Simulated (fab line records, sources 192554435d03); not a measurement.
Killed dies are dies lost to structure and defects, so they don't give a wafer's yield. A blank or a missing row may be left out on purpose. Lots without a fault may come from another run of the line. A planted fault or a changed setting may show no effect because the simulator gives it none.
Chamber matching | flow n5_finfet | N5_BEOL_M0_SAQP_STRIP_108 on rie_diel-01: 4 sister chambers
The step strips in N2/H2. 4 wafers are shown with their chamber, then 10 later ones without.

WAFERS WITH THEIR CHAMBER
wafer  | chamber | showerhead_plenum_p_Torr (Torr)
L080.4 | 1       | 3.50
L088.4 | 0       | 3.25
L089.1 | 2       | 3.40
L089.3 | 3       | 3.40

WAFERS WITHOUT THEIR CHAMBER
wafer  | showerhead_plenum_p_Torr (Torr)
L089.6 | 3.25
L092.1 | 3.39
L092.3 | 3.40
L092.6 | 3.49
L094.4 | 3.39
L094.5 | 3.48
L094.6 | 3.25
L095.1 | 3.24
L095.2 | 3.48
L095.4 | 3.48

WHICH CHAMBER EACH WENT THROUGH
wafer  | from the rows above     | in truth
L089.6 | 0                       | 0
L092.1 | can't be placed: 2 or 3 | 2
L092.3 | can't be placed: 2 or 3 | 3
L092.6 | 1                       | 1
L094.4 | can't be placed: 2 or 3 | 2
L094.5 | 1                       | 1
L094.6 | 0                       | 0
L095.1 | 0                       | 0
L095.2 | 1                       | 1
L095.4 | 1                       | 1
Placed correctly: 7 of 10. Can't be placed from these rows: 3 (the true chamber is among the candidates in 3). Placed wrongly: 0.
How it was worked out, from the rows above alone: a wafer's distance from a chamber is the root of the sum, over the readings, of the square of ((its reading less the chamber's mean) divided by the reading's scatter). The wafer belongs to the nearest chamber; if the next one is less than 2 further off, it can't be placed. A chamber's mean is the mean of its shown wafers. The scatter: with one shown wafer a chamber, the root of the mean of the squares of how far each hidden wafer lies from its nearest shown one.
